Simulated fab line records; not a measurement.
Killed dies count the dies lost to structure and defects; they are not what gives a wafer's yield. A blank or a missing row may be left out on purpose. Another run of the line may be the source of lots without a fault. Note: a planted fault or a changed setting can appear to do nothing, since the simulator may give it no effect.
Split-lot experiment / flow n5-finfet / 21 wafers read from 7 lots, route of 1938 steps

SPLIT DETAILS
At N5_BEOL_M15_CMP_49 (polishes, stops on SiO2, t overpolish 4.9 s, target thk 850 nm), the setting down-force-psi was moved away from the recipe's 2 psi on 7 of the 21 wafers read, by -14.8% to +20.3%. The other wafers ran this setting at the recipe's value.

Reading taken at the split's own step.

THE READING
barrier-field-endpoint-s, in s, at N5_BEOL_M15_CMP_49 (polishes, stops on SiO2, t overpolish 4.9 s, target thk 850 nm). Fault-free wafers of this fab line usually give 11.3 s, standard deviation 0.31 s.

wafer=L076.3; tool, chamber at the split=cmp-04, 2; down-force-psi as run, psi=2; against the recipe=recipe; barrier-field-endpoint-s, s=11.5; against lot-mates on the recipe=-
wafer=L076.1; tool, chamber at the split=cmp-04, 0; down-force-psi as run, psi=2.224; against the recipe=+11.2%; barrier-field-endpoint-s, s=10.2; against lot-mates on the recipe=-1.2
wafer=L076.5; tool, chamber at the split=cmp-04, 2; down-force-psi as run, psi=2; against the recipe=recipe; barrier-field-endpoint-s, s=11.3; against lot-mates on the recipe=-
wafer=L078.4; tool, chamber at the split=cmp-01, 2; down-force-psi as run, psi=2; against the recipe=recipe; barrier-field-endpoint-s, s=10.8; against lot-mates on the recipe=-
wafer=L078.5; tool, chamber at the split=cmp-01, 1; down-force-psi as run, psi=2; against the recipe=recipe; barrier-field-endpoint-s, s=10.9; against lot-mates on the recipe=-
wafer=L078.6; tool, chamber at the split=cmp-01, 2; down-force-psi as run, psi=2; against the recipe=recipe; barrier-field-endpoint-s, s=11.0; against lot-mates on the recipe=-
wafer=L080.2; tool, chamber at the split=cmp-04, 3; down-force-psi as run, psi=1.728; against the recipe=-13.6%; barrier-field-endpoint-s, s=13.8; against lot-mates on the recipe=+2.4
wafer=L080.4; tool, chamber at the split=cmp-04, 0; down-force-psi as run, psi=1.728; against the recipe=-13.6%; barrier-field-endpoint-s, s=13.5; against lot-mates on the recipe=+2.1
wafer=L080.6; tool, chamber at the split=cmp-04, 2; down-force-psi as run, psi=2; against the recipe=recipe; barrier-field-endpoint-s, s=11.4; against lot-mates on the recipe=-
wafer=L081.4; tool, chamber at the split=cmp-04, 2; down-force-psi as run, psi=2; against the recipe=recipe; barrier-field-endpoint-s, s=11.3; against lot-mates on the recipe=-
wafer=L081.6; tool, chamber at the split=cmp-04, 1; down-force-psi as run, psi=2.359; against the recipe=+17.9%; barrier-field-endpoint-s, s=9.4; against lot-mates on the recipe=-1.9
wafer=L081.5; tool, chamber at the split=cmp-04, 2; down-force-psi as run, psi=2.359; against the recipe=+17.9%; barrier-field-endpoint-s, s=9.5; against lot-mates on the recipe=-1.8
wafer=L084.4; tool, chamber at the split=cmp-04, 0; down-force-psi as run, psi=2; against the recipe=recipe; barrier-field-endpoint-s, s=11.3; against lot-mates on the recipe=-
wafer=L084.1; tool, chamber at the split=cmp-04, 1; down-force-psi as run, psi=2; against the recipe=recipe; barrier-field-endpoint-s, s=11.1; against lot-mates on the recipe=-
wafer=L084.6; tool, chamber at the split=cmp-04, 0; down-force-psi as run, psi=2; against the recipe=recipe; barrier-field-endpoint-s, s=11.3; against lot-mates on the recipe=-
wafer=L086.2; tool, chamber at the split=cmp-01, 1; down-force-psi as run, psi=2.406; against the recipe=+20.3%; barrier-field-endpoint-s, s=9.0; against lot-mates on the recipe=-1.9
wafer=L086.6; tool, chamber at the split=cmp-01, 0; down-force-psi as run, psi=2; against the recipe=recipe; barrier-field-endpoint-s, s=10.9; against lot-mates on the recipe=-
wafer=L086.5; tool, chamber at the split=cmp-01, 1; down-force-psi as run, psi=2; against the recipe=recipe; barrier-field-endpoint-s, s=10.9; against lot-mates on the recipe=-
wafer=L092.2; tool, chamber at the split=cmp-04, 2; down-force-psi as run, psi=2; against the recipe=recipe; barrier-field-endpoint-s, s=11.0; against lot-mates on the recipe=-
wafer=L092.3; tool, chamber at the split=cmp-04, 3; down-force-psi as run, psi=2; against the recipe=recipe; barrier-field-endpoint-s, s=11.4; against lot-mates on the recipe=-
wafer=L092.4; tool, chamber at the split=cmp-04, 1; down-force-psi as run, psi=1.703; against the recipe=-14.8%; barrier-field-endpoint-s, s=13.0; against lot-mates on the recipe=+1.8

THE FIT
A straight line over all 21 wafers: barrier-field-endpoint-s changes by -0.121 s for each +1% of down-force-psi; r = -0.96; the points scatter about the line by 0.35 s.
The same after taking each lot's own level away (the mean of its wafers on the recipe; 21 wafers): -0.118 s for each +1%; r = -0.98; scatter 0.24 s.
On that fit, the largest move of down-force-psi shifts the reading by 2.4 s.
The span of the lots' own levels, 10.90 to 11.40 s, comes to 1.6 times the standard deviation stated above.
So the lot-to-lot level changes the slope little: the two slopes agree.
Check: -2.41 s against its lot-mates is what the line predicts for one of the wafers moved furthest among these (+20.3%) when that wafer is left out of the fit. It came out at -1.9 s against them.
Tool readings at the split's step, against how far the setting was moved: barrier-field-endpoint-s r = -0.96.

FURTHER SPLITS ON THESE WAFERS
Note: prior to the reading, these wafers also went through further splits. Each is held against what the fit with the lots' levels taken away leaves over:
other split on the same wafers=N5_BEOL_M14_TRENCH_ETCH_34 time-s; wafers away from the commonest value=8; r with barrier-field-endpoint-s (lot level and that fit taken away)=+0.27
other split on the same wafers=N5_BEOL_M15_PEB_26 peb-temp-c; wafers away from the commonest value=7; r with barrier-field-endpoint-s (lot level and that fit taken away)=-0.03
other split on the same wafers=N5_BEOL_M15_TRENCH_ETCH_34 time-s; wafers away from the commonest value=4; r with barrier-field-endpoint-s (lot level and that fit taken away)=-0.02

FILE'S OWN FIT
barrier-field-endpoint-s changes by -0.114 s for each +1% of down-force-psi, r = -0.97.
